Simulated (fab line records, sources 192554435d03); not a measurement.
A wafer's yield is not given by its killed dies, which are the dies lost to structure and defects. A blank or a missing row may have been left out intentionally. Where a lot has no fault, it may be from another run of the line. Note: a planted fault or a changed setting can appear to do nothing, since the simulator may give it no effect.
fab line records	flow n5-finfet
record: lots: 9	wafers: 27	last-day: 17
route steps=1938 shown BEOL_M3@955 BEOL_M4@1111 PASSIVATION@1936
lots that met no fault: taken from a fault-free run of the same line
start-h: the number of hours between the record's first day and the start of the first shown wafer of the lot	wait-h: time in hours since the lot's previous step	" same as the row above	L1.1+2: several wafers, shown together as one row	- no value, or no start given	* or withheld: withheld	< > ~ a bound
route shown NAME@n: a module of which the file shows steps, and the number in the route of the first	usual: the fault-free wafers' mean and standard deviation	same: alike in all rows	chamber/n: place in a boat	sites: readings site by site	_std_site: how widely they spread, as a standard deviation	_edge_site: inner sites' mean taken away from outer sites' mean	radius-mm: for every site, how far away it sits from the centre of the wafer	mask NAME#n: copy n	behind: tool/chamber where the wafer was last shaped	hold: why the lot went on hold/how many hours it stayed there/how the hold came to an end	device: transistor that didn't switch, given as n, p or np	end of line: at the end of the route, the tests of the same wafers	a step without rows: its recipe alone	killed: dies lost to structure and defects at the first sort, not the wafer's yield	map: per-die view of a wafer (x killed, . not killed, _ where there is no die)
set.NAME: the setting the step ran with; set.NAME@STEP: the setting that earlier step ran with	model.NAME: the simulator's own value behind a step, which no gauge read
the route's steps for a sample of lots (tables are steps, rows are wafers)
services: the hour from which a tool's chamber was out of use, counted from the record's first day as start-h (under 0 if before that day), plus the number of hours and why
== steps ==
step: N5_BEOL_M3_STRIP_19
recipe: chemistry: O2	power-w: 400	temp-c: 40	pressure-mtorr: 30	rf-frequency-hz: 6e+07	bias-power-w: 0	overash-fraction: 0.2	o2-flow-sccm: 225
usual: drypump-motor-current-A: 5.5/0.42	oes-product-au: 0.78/0.088	rf-vpp-V: 3.7/0.49	showerhead-plenum-p-Torr: 2.11/0.061	throttle-valve-pct: 16.64/0.23
lot.wafer	tool	chamber	start-h	wait-h	drypump-motor-current-A	oes-product-au	rf-hours-counter-h	rf-vpp-V	showerhead-plenum-p-Torr	throttle-valve-pct
L789.1	rie-diel-03	2	144.99	0.1	4.8	0.67	250	4.1	2.15	16.97
L789.2	"	1	"	"	5.4	0.82	96	3.4	2.11	16.49
L789.3	"	3	"	"	5.3	0.70	183	3.0	2.08	16.63
L791.1	rie-diel-02	3	153.26	0.1	5.8	0.74	166	3.4	2.18	16.73
L791.2	"	0	"	"	5.9	0.94	21	3.7	2.22	16.12
L791.4	"	1	"	"	5.4	0.90	26	3.6	2.15	16.40
L793.1	rie-diel-02	3	165.88	0.1	5.8	0.74	169	4.0	2.18	16.72
L793.2	"	1	"	"	5.4	0.88	30	4.1	2.15	16.41
L793.3	"	0	"	"	5.9	0.93	25	3.9	2.22	16.12
L801.2	rie-diel-03	1	219.43	0.1	5.4	0.80	117	4.3	2.10	16.52
L801.5	"	3	"	"	5.4	0.69	-	4.3	2.07	16.68
L801.6	"	0	"	"	5.5	0.80	-	3.7	2.12	16.62
L802.3	rie-diel-05	2	224.02	0.1	6.4	0.68	230	2.9	1.99	17.05
L802.5	"	0	"	"	6.4	0.67	-	4.1	2.06	17.09
L802.6	"	3	"	"	5.5	0.73	-	3.6	2.00	16.82
L804.1	rie-diel-02	2	234.88	0.1	5.2	0.76	179	4.2	2.09	16.87
L804.3	"	1	"	"	5.4	0.85	52	3.5	2.14	16.47
L804.6	"	0	"	"	5.9	0.89	-	2.8	2.21	16.15
L805.1	rie-diel-03	1	254.85	0.4	5.4	0.79	129	4.0	2.10	16.55
L805.3	"	3	"	"	5.4	0.69	220	3.5	2.06	16.68
L805.5	"	0	"	"	5.6	0.79	-	4.0	2.12	16.65
L807.1	rie-diel-05	3	257.90	0.2	5.5	0.73	191	3.9	2.00	16.83
L807.2	"	2	"	"	6.4	0.67	244	3.4	1.99	17.07
L807.3	"	1	"	"	5.1	0.68	235	4.3	2.15	16.61
L812.3	rie-diel-02	0	280.68	0.3	5.9	0.88	53	3.8	2.21	16.17
L812.4	"	1	"	"	5.4	0.84	57	2.2	2.14	16.46
L812.5	"	3	"	"	5.8	0.72	-	3.4	2.17	16.79
step: N5_BEOL_M3_ALD_98
recipe: material: SiO2	target-thk-a: 25	temp-c: 100	ald-precursor-family: BDEAS	ald-co-reactant: O2-plasma	pulse-time-s: 1	co-reactant-pulse-time-s: 1	purge-time-s: 2	co-reactant-purge-time-s: 2	ald-cycles: 17	pressure-torr: 2
usual: ald-cycles: 17/0	chamber-pressure-Torr: 2.000/0.0044	co-reactant-purge-time-s: 2/0	heater-power-w: 79/8.4	precursor-pulse-height-rel: 0.998/0.02
lot.wafer	tool	chamber	start-h	wait-h	ald-cycles	chamber-pressure-Torr	co-reactant-purge-time-s	heater-power-w	precursor-pulse-height-rel
L789.1	ald-sin-02	1	145.72	0.1	17	1.998	2	74	1.028
L789.2	"	2	"	"	17	2.005	2	75	1.017
L789.3	"	0	"	"	17	1.998	2	93	0.987
L791.1	ald-sin-03	1	154.50	0.5	17	1.994	2	84	0.985
L791.2	"	0	"	"	17	1.998	2	66	1.020
L791.4	"	3	"	"	17	1.991	2	73	1.013
L793.1	ald-sin-01	3	167.04	0.1	17	1.999	2	71	1.027
L793.2	"	0	"	"	17	2.002	2	89	1.023
L793.3	"	1	"	"	17	2.002	2	82	0.984
L801.2	ald-sin-02	2	220.15	0.1	17	2.002	2	75	1.025
L801.5	"	3	"	"	17	1.995	2	86	0.966
L801.6	"	0	"	"	17	2.001	2	91	1.022
L802.3	ald-sin-02	2	224.69	0.1	17	2.006	2	75	0.959
L802.5	"	0	"	"	17	2.002	2	93	1.008
L802.6	"	3	"	"	17	1.998	2	87	1.009
L804.1	ald-sin-02	3	235.68	0.1	17	2.003	2	89	0.980
L804.3	"	0	"	"	17	1.994	2	91	1.006
L804.6	"	3	"	"	17	2.007	2	88	0.981
L805.1	ald-sin-02	2	255.49	0.1	-	-	-	-	-
L805.3	"	3	"	"	-	-	-	-	-
L805.5	"	2	"	"	-	-	-	-	-
L807.1	ald-sin-01	3	259.28	0.1	-	-	-	-	-
L807.2	"	1	"	"	-	-	-	-	-
L807.3	"	0	"	"	-	-	-	-	-
L812.3	ald-sin-01	1	281.42	0.1	17	2.003	2	83	0.983
L812.4	"	0	"	"	17	1.999	2	93	1.002
L812.5	"	1	"	"	17	2.001	2	79	0.994
step: N5_BEOL_M3_ETCH_41
recipe: chemistry: CH3F/O2	target: SiCN	target-depth-a: 299	taper-deg: 2	time-s: 52.5	ion-energy-ev: 120	mask-material: TiN	pressure-mtorr: 30	source-w: 395	bias-w: 75	Ar_flow_sccm: 150	CH3F_flow_sccm: 30	O2_flow_sccm: 20
usual: drypump-motor-current-A: 5.5/0.43	oes-product-au: 0.78/0.086	rf-vpp-V: 297.6/1.6	showerhead-plenum-p-Torr: 2.01/0.06	throttle-valve-pct: 16.28/0.24
lot.wafer	tool	chamber	start-h	wait-h	drypump-motor-current-A	oes-product-au	rf-hours-counter-h	rf-vpp-V	showerhead-plenum-p-Torr	throttle-valve-pct
L789.1	rie-diel-03	3	-	-	5.3	0.71	186	294.7	1.99	16.36
L789.2	"	0	"	"	5.5	0.82	88	297.7	2.01	16.13
L789.3	"	0	"	"	5.5	0.82	-	299.0	2.01	16.14
L791.1	rie-diel-05	3	-	-	5.5	0.74	159	293.6	1.92	16.46
L791.2	"	0	"	"	6.4	0.69	226	296.2	1.98	16.70
L791.4	"	1	"	"	5.0	0.71	200	298.2	2.06	16.23
L793.1	rie-diel-03	3	-	-	5.3	0.71	191	298.0	1.99	16.38
L793.2	"	0	"	"	5.5	0.81	93	298.5	2.01	16.16
L793.3	"	2	"	"	4.8	0.99	3	299.5	2.06	16.15
L801.2	rie-diel-05	3	-	-	5.5	0.74	177	295.2	1.92	16.51
L801.5	"	0	"	"	6.5	0.68	-	297.2	1.97	16.75
L801.6	"	3	"	"	5.5	0.73	-	294.9	1.92	16.52
L802.3	rie-diel-02	2	-	-	5.2	0.75	175	296.1	1.99	16.40
L802.5	"	3	"	"	5.8	0.73	-	298.1	2.07	16.41
L802.6	"	0	"	"	5.9	0.89	-	301.0	2.12	15.83
L804.1	rie-diel-02	1	-	-	5.4	0.85	52	297.5	2.03	16.03
L804.3	"	2	"	"	5.2	0.75	179	297.2	1.98	16.42
L804.6	"	1	"	"	5.4	0.85	-	299.2	2.03	16.03
L805.1	rie-diel-05	3	-	-	5.5	0.73	191	294.6	1.91	16.53
L805.3	"	2	"	"	6.3	0.67	244	294.6	1.88	16.67
L805.5	"	3	"	"	5.5	0.73	-	293.9	1.91	16.53
L807.1	rie-diel-03	0	-	-	5.6	0.78	126	296.8	2.00	16.23
L807.2	"	2	"	"	4.8	0.90	29	298.2	2.05	16.21
L807.3	"	1	"	"	5.4	0.78	133	296.0	2.01	16.26
L812.3	rie-diel-03	0	-	-	5.5	0.77	136	297.4	2.00	16.23
L812.4	"	2	"	"	4.8	0.89	40	298.7	2.04	16.23
L812.5	"	0	"	"	5.5	0.77	-	298.5	2.00	16.24
step: N5_BEOL_M3_STRIP_97
recipe: chemistry: N2/H2	time-s: 10	power-w: 450	temp-c: 40	pressure-mtorr: 20	rf-frequency-hz: 6e+07	bias-power-w: 7	n2-flow-sccm: 200	h2-flow-sccm: 200
usual: drypump-motor-current-A: 5.5/0.43	oes-product-au: 0.78/0.088	rf-vpp-V: 59.1/0.87	showerhead-plenum-p-Torr: 2.55/0.074	throttle-valve-pct: 23.5/0.3
lot.wafer	tool	chamber	start-h	wait-h	drypump-motor-current-A	oes-product-au	rf-hours-counter-h	rf-vpp-V	showerhead-plenum-p-Torr	throttle-valve-pct
L789.1	rie-diel-03	3	-	-	5.4	0.72	186	60.7	2.52	23.5
L789.2	"	0	"	"	5.6	0.81	88	60.9	2.57	23.7
L789.3	"	0	"	"	5.6	0.82	-	58.1	2.57	23.6
L791.1	rie-diel-05	3	-	-	5.5	0.74	159	59.4	2.44	23.8
L791.2	"	0	"	"	6.4	0.68	226	58.5	2.51	23.9
L791.4	"	1	"	"	5.0	0.72	200	57.9	2.62	23.6
L793.1	rie-diel-03	3	-	-	5.3	0.72	191	60.0	2.52	23.5
L793.2	"	0	"	"	5.5	0.82	93	59.6	2.57	23.6
L793.3	"	2	"	"	4.8	0.98	3	59.6	2.60	23.5
L801.2	rie-diel-05	3	-	-	5.5	0.74	177	59.9	2.43	23.8
L801.5	"	0	"	"	6.4	0.67	-	57.3	2.50	23.9
L801.6	"	3	"	"	5.5	0.74	-	58.8	2.43	23.8
L802.3	rie-diel-02	2	-	-	5.2	0.76	175	58.9	2.53	23.9
L802.5	"	3	"	"	5.8	0.72	-	59.7	2.62	23.3
L802.6	"	0	"	"	5.9	0.89	-	59.2	2.68	22.9
L804.1	rie-diel-02	1	-	-	5.4	0.86	52	59.1	2.58	23.4
L804.3	"	2	"	"	5.2	0.76	179	60.3	2.53	23.9
L804.6	"	1	"	"	5.4	0.86	-	59.2	2.58	23.5
L805.1	rie-diel-05	3	-	-	5.5	0.73	191	58.8	2.42	23.8
L805.3	"	2	"	"	6.4	0.67	244	56.7	2.40	24.0
L805.5	"	3	"	"	5.5	0.72	-	59.5	2.42	23.8
L807.1	rie-diel-03	0	-	-	5.5	0.78	126	59.2	2.55	23.7
L807.2	"	2	"	"	4.8	0.91	29	58.2	2.59	23.5
L807.3	"	1	"	"	5.4	0.79	133	57.5	2.54	23.3
L812.3	rie-diel-03	0	-	-	5.5	0.77	136	59.0	2.55	23.7
L812.4	"	2	"	"	4.8	0.89	40	59.2	2.59	23.5
L812.5	"	0	"	"	5.6	0.77	-	58.6	2.55	23.7
step: N5_BEOL_M4_RC_MEAS_101
usual: DIBL_N: 36.4/1.5	DIBL_P: 36.6/1.9	IOFF_N: 0.155/0.021	IOFF_P: 0.211/0.028	ION_N: 671/8.6	ION_P: 462/5.8	SS_N: 71.5/0.5	SS_P: 73.4/0.58	VT_N: 250.1/2.4	VT_P: -250.1/3
lot.wafer	tool	chamber	start-h	wait-h	DIBL_N[mV/V]	DIBL_P[mV/V]	IOFF_N[nA/um]	IOFF_P[nA/um]	ION_N[uA/um]	ION_P[uA/um]	SS_N[mV/dec]	SS_P[mV/dec]	VT_N[mV]	VT_P[mV]
L789.1	prober-02	0	167.86	0.0	35.7	35.0	0.134	0.193	674	457	71.2	72.5	250.6	-250.8
L789.2	"	0	"	"	35.3	35.4	0.138	0.200	667	464	71.4	72.0	248.9	-251.9
L789.3	"	0	"	"	35.8	34.5	0.142	0.189	685	461	71.5	72.8	250.2	-252.8
L791.1	prober-01	0	178.75	0.0	36.4	37.3	0.155	0.241	671	472	71.1	73.9	248.2	-247.0
L791.2	"	0	"	"	36.8	37.6	0.159	0.256	664	466	70.7	73.5	248.4	-247.3
L791.4	"	0	"	"	36.8	38.0	0.158	0.251	675	469	71.4	74.1	250.2	-246.1
L793.1	prober-02	0	186.99	0.0	35.9	35.7	0.146	0.173	668	450	71.1	73.6	250.3	-254.6
L793.2	"	0	"	"	34.8	34.6	0.130	0.158	665	448	70.9	73.4	251.9	-256.9
L793.3	"	0	"	"	36.2	35.7	0.145	0.171	664	456	70.9	73.4	248.6	-255.1
L801.2	prober-01	0	236.81	0.2	34.5	32.8	0.128	0.193	666	461	70.5	73.8	250.2	-249.4
L801.5	"	0	"	"	38.3	37.4	0.196	0.279	681	475	71.3	73.9	242.4	-240.7
L801.6	"	0	"	"	37.3	35.7	0.183	0.255	686	479	72.2	73.6	245.2	-242.6
L802.3	prober-01	0	244.51	0.3	36.8	35.7	0.153	0.200	669	461	71.3	73.3	250.2	-250.9
L802.5	"	0	"	"	36.4	34.3	0.132	0.178	669	457	71.5	72.7	254.0	-251.9
L802.6	"	0	"	"	37.2	35.9	0.162	0.203	672	461	72.4	72.8	247.5	-250.6
L804.1	prober-02	0	253.13	0.0	36.7	36.3	0.153	0.211	667	461	71.8	73.5	250.2	-251.3
L804.3	"	0	"	"	37.1	36.5	0.157	0.212	678	467	71.4	73.0	248.7	-250.3
L804.6	"	0	"	"	37.5	38.4	0.169	0.252	690	474	71.5	74.4	245.7	-248.6
L805.1	prober-01	0	273.76	0.0	37.7	37.4	0.158	0.238	669	463	72.0	73.7	249.9	-249.9
L805.3	"	0	"	"	37.2	37.2	0.149	0.240	665	462	71.5	73.4	249.9	-250.2
L805.5	"	0	"	"	38.2	38.3	0.169	0.260	671	471	71.9	73.4	249.4	-246.3
L807.1	prober-02	0	277.96	0.0	36.0	38.0	0.171	0.222	670	463	71.5	73.3	250.0	-248.7
L807.2	"	0	"	"	34.9	37.0	0.152	0.204	670	466	71.0	72.7	250.4	-249.4
L807.3	"	0	"	"	35.9	38.0	0.169	0.232	677	467	71.0	73.0	249.7	-247.9
L812.3	prober-02	0	308.56	0.3	37.5	37.3	0.160	0.168	675	452	72.1	73.6	248.8	-257.4
L812.4	"	0	"	"	36.8	37.3	0.155	0.173	675	458	70.9	73.6	248.2	-256.5
L812.5	"	0	"	"	38.2	38.1	0.175	0.183	691	461	71.8	73.1	247.3	-256.1
step: N5_PASSIVATION_PROBE_49
usual: defect-limited-yield: 91.5/1.4	killed_at_M0_to_M3: 33/10	killed_at_M4_up: 13/5	killed-at-contacts: 13/5.6	killed-at-front-end: 38/12	killed-at-other: 3.9/2.7	killed-dies: 100/16	killed-open: 66/13	killed-short: 32/7.2	sort_bin_5_function: 5.0/0.97	sort_bin_6_memory: 3.2/0.61	sort-n-pass: 1080/16	sort-yield-pct: 91.5/1.4
same: gross-dies: 1180	killed-at-back-side: 0	sort_bin_4_leakage[%]: 0	sort_bin_8_speed[%]: 0
lot.wafer	tool	chamber	start-h	wait-h	defect-limited-yield[%]	killed_at_M0_to_M3	killed_at_M4_up	killed-at-contacts	killed-at-front-end	killed-at-other	killed-dies	killed-open	killed-short	sort_bin_5_function[%]	sort_bin_6_memory[%]	sort-n-pass	sort-yield-pct[%]
L789.1	prober-02	-	273.11	0.0	92.0	21	13	6	48	6	94	66	27	5.0	2.8	1086	92.0
L789.2	prober-02	-	273.16	0.1	92.4	15	13	32	25	5	90	69	20	4.7	2.7	1090	92.4
L789.3	prober-02	-	273.21	0.1	92.3	19	9	19	36	8	91	58	31	4.2	3.1	1089	92.3
L791.1	prober-01	-	283.11	0.0	92.8	26	12	8	29	10	85	47	34	4.6	2.3	1095	92.8
L791.2	prober-01	-	283.16	0.1	92.5	35	17	13	20	3	88	59	29	4.6	2.8	1092	92.5
L791.4	prober-01	-	283.26	0.2	94.1	25	13	9	22	1	70	46	22	3.6	2.1	1110	94.1
L793.1	prober-01	-	290.84	0.0	91.7	43	11	3	38	3	98	66	31	5.4	2.5	1082	91.7
L793.2	prober-01	-	290.89	0.1	93.0	29	8	7	35	4	83	57	25	4.1	2.7	1097	93.0
L793.3	prober-01	-	290.94	0.1	91.0	59	7	10	29	1	106	74	31	5.1	3.5	1074	91.0
L801.2	prober-01	-	337.06	0.1	89.0	31	14	28	55	2	130	87	41	6.6	4.2	1050	89.0
L801.5	prober-01	-	337.21	0.2	90.3	43	14	20	32	5	114	74	39	5.2	3.8	1066	90.3
L801.6	prober-01	-	337.26	0.3	91.7	43	4	15	34	2	98	68	30	4.2	3.8	1082	91.7
L802.3	prober-02	-	342.83	0.1	90.7	38	10	6	51	5	110	62	45	4.7	4.1	1070	90.7
L802.5	prober-02	-	342.93	0.2	91.8	26	6	7	55	3	97	48	47	4.5	3.2	1083	91.8
L802.6	prober-02	-	342.98	0.3	90.7	28	13	13	51	5	110	65	43	4.6	4.3	1070	90.7
L804.1	prober-02	-	356.75	0.0	92.6	29	19	18	21	0	87	54	33	4.6	2.5	1093	92.6
L804.3	prober-02	-	356.85	0.1	91.1	52	14	12	24	3	105	74	29	5.6	3.1	1075	91.1
L804.6	prober-02	-	357.00	0.3	92.2	36	6	8	39	3	92	71	20	5.2	2.5	1088	92.2
L805.1	prober-02	-	377.93	0.0	91.9	33	9	5	44	4	95	54	38	4.9	2.8	1085	91.9
L805.3	prober-02	-	378.03	0.1	91.5	13	7	7	71	2	100	61	36	4.9	3.1	1080	91.5
L805.5	prober-02	-	378.13	0.2	89.9	29	12	13	59	6	119	83	34	6.4	3.1	1061	89.9
L807.1	prober-01	-	382.80	0.0	89.5	33	19	23	42	7	124	78	41	6.0	4.0	1056	89.5
L807.2	prober-01	-	382.85	0.1	89.2	27	11	14	69	6	127	87	31	6.7	3.2	1053	89.2
L807.3	prober-01	-	382.90	0.1	90.6	30	14	14	47	6	111	82	29	5.4	3.6	1069	90.6
L812.3	prober-01	-	413.66	0.1	90.5	35	11	11	49	6	112	81	31	4.9	4.4	1068	90.5
L812.4	prober-01	-	413.71	0.2	93.3	32	18	9	17	3	79	53	23	4.3	2.3	1101	93.3
L812.5	prober-01	-	413.76	0.2	92.7	24	9	17	35	1	86	60	26	3.6	3.4	1094	92.7
killed by level:class
L789.1 STI_FIN_REVEAL:geometric-particle:open=22 BEOL_M0_SAQP:geometric-particle:open=9 FIN_SAQP:geometric-particle:open=8 BEOL_M4:geometric-particle:open=5 MOL_CONTACT_COAG:geometric-particle:open=4 BEOL_M2:geometric-particle:open=4 PAD_METAL:geometric-particle:short=4 ILD0:geometric-particle:open=3
L789.2 MOL_CONTACT_COAG:geometric-particle:open=25 STI_FIN_REVEAL:geometric-particle:open=8 MOL_CONTACT_COAG:geometric-particle:short=7 FIN_SAQP:geometric-particle:open=5 BEOL_M4:geometric-particle:open=5 DUMMY_GATE:geometric-particle:open=4 BEOL_M0_SAQP:geometric-particle:short=3 BEOL_M0_SAQP:geometric-particle:open=3
L789.3 STI_FIN_REVEAL:geometric-particle:open=13 MOL_CONTACT_COAG:geometric-particle:open=11 MOL_CONTACT_COAG:geometric-particle:short=8 BEOL_M0_SAQP:geometric-particle:open=7 PAD_METAL:geometric-particle:short=6 FIN_SAQP:geometric-particle:open=5 BEOL_M2:geometric-particle:open=4 STARTING-WAFER:geometric-particle:short=4
L791.1 BEOL_M2:geometric-particle:open=8 MOL_CONTACT_COAG:geometric-particle:open=6 BEOL_M4:geometric-particle:short=6 STI_FIN_REVEAL:geometric-particle:open=5 STARTING-WAFER:geometric-particle:open=5 BEOL_M0_SAQP:geometric-particle:open=4 GATE_CUT:geometric-particle:short=3 BEOL_M0_SAQP:geometric-particle:short=3
L791.2 MOL_CONTACT_COAG:geometric-particle:open=12 BEOL_M4:geometric-particle:open=10 BEOL_M0_SAQP:geometric-particle:open=7 BEOL_M1:geometric-particle:open=7 BEOL_M1:geometric-particle:short=7 FIN_SAQP:geometric-particle:short=5 FIN_SAQP:geometric-particle:open=4 BEOL_M0_SAQP:geometric-particle:short=4
L791.4 MOL_CONTACT_COAG:geometric-particle:open=8 BEOL_M0_SAQP:geometric-particle:short=8 BEOL_M1:geometric-particle:open=6 BEOL_M0_SAQP:geometric-particle:open=6 BEOL_M4:geometric-particle:open=5 BEOL_M4:geometric-particle:short=5 STARTING-WAFER:geometric-particle:short=4 FIN_SAQP:geometric-particle:short=3
L793.1 BEOL_M0_SAQP:geometric-particle:short=9 GATE_CUT:geometric-particle:short=8 STI_FIN_REVEAL:geometric-particle:open=7 BEOL_M0_SAQP:geometric-particle:open=7 BEOL_M0:geometric-particle:open=6 DUMMY_GATE:geometric-particle:open=6 BEOL_M1:geometric-particle:open=6 FIN_SAQP:geometric-particle:open=5
L793.2 STI_FIN_REVEAL:geometric-particle:open=11 BEOL_M1:geometric-particle:open=10 DUMMY_GATE:geometric-particle:open=9 BEOL_M0_SAQP:geometric-particle:open=6 MOL_CONTACT_COAG:geometric-particle:open=5 BEOL_M3:geometric-particle:open=5 GATE_CUT:geometric-particle:short=4 BEOL_M0_SAQP:geometric-particle:short=3
L793.3 BEOL_M3:geometric-particle:open=14 BEOL_M1:geometric-particle:open=10 MOL_CONTACT_COAG:geometric-particle:open=10 BEOL_M0_SAQP:geometric-particle:short=9 BEOL_M0_SAQP:geometric-particle:open=8 FIN_SAQP:geometric-particle:open=6 STI_FIN_REVEAL:geometric-particle:open=5 BEOL_M0:geometric-particle:open=5
L801.2 STI_FIN_REVEAL:geometric-particle:open=25 MOL_CONTACT_COAG:geometric-particle:open=20 FIN_SAQP:geometric-particle:open=9 BEOL_M0_SAQP:geometric-particle:open=9 BEOL_M0_SAQP:geometric-particle:short=9 FIN_SAQP:geometric-particle:short=8 MOL_CONTACT_COAG:geometric-particle:short=8 BEOL_M1:geometric-particle:open=7
L801.5 MOL_CONTACT_COAG:geometric-particle:open=15 BEOL_M0_SAQP:geometric-particle:short=13 BEOL_M0_SAQP:geometric-particle:open=13 FIN_SAQP:geometric-particle:open=9 BEOL_M4:geometric-particle:open=7 FIN_SAQP:geometric-particle:short=6 STI_FIN_REVEAL:geometric-particle:open=6 BEOL_M1:geometric-particle:open=5
L801.6 FIN_SAQP:geometric-particle:open=15 MOL_CONTACT_COAG:geometric-particle:open=14 BEOL_M2:geometric-particle:open=12 BEOL_M1:geometric-particle:open=7 BEOL_M3:geometric-particle:open=7 BEOL_M0_SAQP:geometric-particle:short=6 FIN_SAQP:geometric-particle:short=5 BEOL_M0_SAQP:geometric-particle:open=5
L802.3 FIN_SAQP:geometric-particle:short=11 STI_FIN_REVEAL:geometric-particle:open=11 BEOL_M0_SAQP:geometric-particle:short=11 BEOL_M0_SAQP:geometric-particle:open=10 FIN_SAQP:geometric-particle:open=8 BEOL_M2:geometric-particle:open=6 BEOL_M5:geometric-particle:open=5 GATE_CUT:geometric-particle:open=4
L802.5 BEOL_M0_SAQP:geometric-particle:short=15 FIN_SAQP:geometric-particle:short=14 FIN_SAQP:geometric-particle:open=11 STI_FIN_REVEAL:geometric-particle:open=10 GATE_CUT:geometric-particle:short=7 MOL_CONTACT_COAG:geometric-particle:open=6 BEOL_M0_SAQP:geometric-particle:open=5 BEOL_M5:geometric-particle:open=4
L802.6 FIN_SAQP:geometric-particle:open=14 STI_FIN_REVEAL:geometric-particle:open=10 FIN_SAQP:geometric-particle:short=9 MOL_CONTACT_COAG:geometric-particle:open=9 BEOL_M0_SAQP:geometric-particle:open=7 BEOL_M0_SAQP:geometric-particle:short=7 GATE_CUT:geometric-particle:open=6 BEOL_M1:geometric-particle:short=6
L804.1 MOL_CONTACT_COAG:geometric-particle:open=10 BEOL_M4:geometric-particle:open=9 MOL_CONTACT_COAG:geometric-particle:short=8 BEOL_M3:geometric-particle:open=8 FIN_SAQP:geometric-particle:open=4 BEOL_M0_SAQP:geometric-particle:short=4 BEOL_M2:geometric-particle:short=4 STI_FIN_REVEAL:geometric-particle:open=3
L804.3 BEOL_M0_SAQP:geometric-particle:short=12 BEOL_M3:geometric-particle:open=11 MOL_CONTACT_COAG:geometric-particle:open=9 BEOL_M2:geometric-particle:open=8 BEOL_M0_SAQP:geometric-particle:open=6 BEOL_M4:geometric-particle:open=6 DUMMY_GATE:geometric-particle:open=5 BEOL_M0:geometric-particle:open=5
L804.6 STI_FIN_REVEAL:geometric-particle:open=11 BEOL_M1:geometric-particle:open=10 FIN_SAQP:geometric-particle:short=9 BEOL_M0_SAQP:geometric-particle:open=9 FIN_SAQP:geometric-particle:open=8 MOL_CONTACT_COAG:geometric-particle:open=8 BEOL_M2:geometric-particle:open=7 ILD0:geometric-particle:open=4
L805.1 FIN_SAQP:geometric-particle:short=13 BEOL_M0_SAQP:geometric-particle:short=11 BEOL_M0_SAQP:geometric-particle:open=10 FIN_SAQP:geometric-particle:open=7 DUMMY_GATE:geometric-particle:open=6 BEOL_M2:geometric-particle:open=6 BEOL_M4:geometric-particle:open=4 STI_FIN_REVEAL:geometric-particle:open=3
L805.3 FIN_SAQP:geometric-particle:open=22 FIN_SAQP:geometric-particle:short=8 DUMMY_GATE:geometric-particle:open=7 GATE_CUT:geometric-particle:short=5 BEOL_M0_SAQP:geometric-particle:short=5 STI_FIN_REVEAL:geometric-particle:open=4 MOL_CONTACT_COAG:geometric-particle:open=4 BEOL_M2:geometric-particle:open=4
L805.5 FIN_SAQP:geometric-particle:open=15 MOL_CONTACT_COAG:geometric-particle:open=11 BEOL_M0_SAQP:geometric-particle:open=8 BEOL_M0_SAQP:geometric-particle:short=7 FIN_SAQP:geometric-particle:short=6 DUMMY_GATE:geometric-particle:open=6 BEOL_M4:geometric-particle:open=6 GATE_CUT:geometric-particle:short=5
L807.1 MOL_CONTACT_COAG:geometric-particle:open=17 STI_FIN_REVEAL:geometric-particle:open=14 GATE_CUT:geometric-particle:short=9 MOL_CONTACT_COAG:geometric-particle:short=6 BEOL_M0_SAQP:geometric-particle:short=6 BEOL_M1:geometric-particle:open=6 BEOL_M4:geometric-particle:open=6 BEOL_M0_SAQP:geometric-particle:open=4
L807.2 STI_FIN_REVEAL:geometric-particle:open=24 FIN_SAQP:geometric-particle:open=12 MOL_CONTACT_COAG:geometric-particle:open=10 BEOL_M1:geometric-particle:open=7 HKMG_FIN:area-etch=7 DUMMY_GATE:geometric-particle:open=5 GATE_CUT:geometric-particle:open=5 BEOL_M0_SAQP:geometric-particle:short=5
L807.3 STI_FIN_REVEAL:geometric-particle:open=24 MOL_CONTACT_COAG:geometric-particle:open=12 BEOL_M4:geometric-particle:open=9 BEOL_M0_SAQP:geometric-particle:open=6 BEOL_M1:geometric-particle:open=6 BEOL_M0_SAQP:geometric-particle:short=5 GATE_CUT:geometric-particle:short=4 BEOL_M2:geometric-particle:short=4
L812.3 STI_FIN_REVEAL:geometric-particle:open=15 BEOL_M0_SAQP:geometric-particle:open=11 MOL_CONTACT_COAG:geometric-particle:open=10 DUMMY_GATE:geometric-particle:open=7 BEOL_M0_SAQP:geometric-particle:short=7 BEOL_M1:geometric-particle:open=6 BEOL_M4:geometric-particle:open=6 BEOL_M2:geometric-particle:open=5
L812.4 BEOL_M4:geometric-particle:open=9 BEOL_M0_SAQP:geometric-particle:open=8 BEOL_M0_SAQP:geometric-particle:short=7 MOL_CONTACT_COAG:geometric-particle:open=6 BEOL_M1:geometric-particle:open=5 BEOL_M2:geometric-particle:open=5 FIN_SAQP:geometric-particle:open=4 STI_FIN_REVEAL:geometric-particle:open=3
L812.5 MOL_CONTACT_COAG:geometric-particle:open=15 STI_FIN_REVEAL:geometric-particle:open=7 BEOL_M0_SAQP:geometric-particle:short=5 BEOL_M3:geometric-particle:open=5 STARTING-WAFER:geometric-particle:open=5 BEOL_M0_SAQP:geometric-particle:open=4 FIN_SAQP:geometric-particle:short=3 DUMMY_GATE:geometric-particle:open=3
== services ==
tool	chamber	start-h	hours	kind
rie-diel-03	-	130.92	0.7	repair
rie-diel-02	-	140.34	0.4	repair
rie-diel-03	2	145.58	-	clean
rie-diel-03	2	145.58	-	consumable-replace:focus-ring
rie-diel-03	2	145.58	13.5	scheduled-down
rie-diel-03	2	145.58	13.5	vent-cycle
ald-sin-03	2	148.19	5.8	repair
rie-diel-03	1	149.89	4.6	repair
ald-sin-03	-	176.83	14.0	pm
ald-sin-01	2	195.18	7.2	repair
rie-diel-05	0	215.24	3.8	repair
ald-sin-01	2	229.60	4.4	repair
ald-sin-02	-	231.81	0.7	repair
ald-sin-01	2	238.49	15.4	repair
ald-sin-02	2	241.20	7.5	repair
rie-diel-05	0	241.21	-	clean
rie-diel-05	0	241.21	-	consumable-replace:focus-ring
rie-diel-05	0	241.21	16.2	scheduled-down
rie-diel-02	-	243.38	28.1	pm
ald-sin-03	1	250.99	26.5	repair
rie-diel-05	-	253.86	0.2	repair
ald-sin-02	-	268.99	14.0	pm
ald-sin-01	2	275.46	48.7	repair
rie-diel-02	3	290.29	7.6	repair
== key ==
first-sign: step: N5_BEOL_M3_ALD_98	reading: tool-record	direction: missing
effect none on later readings
met-at N5_BEOL_M3_ALD_98
struck-lots L805,L807
not-acting-at N5_BEOL_M3_STRIP_19,N5_BEOL_M3_ETCH_41,N5_BEOL_M3_STRIP_97
onset-between 235.68 255.49
fault: kind: skipped-step-whole	tool: ald-sin-01,ald-sin-02	chamber: -	onset-h: 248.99	steps: N5_BEOL_M3_ALD_98	scope: struck-lots-only
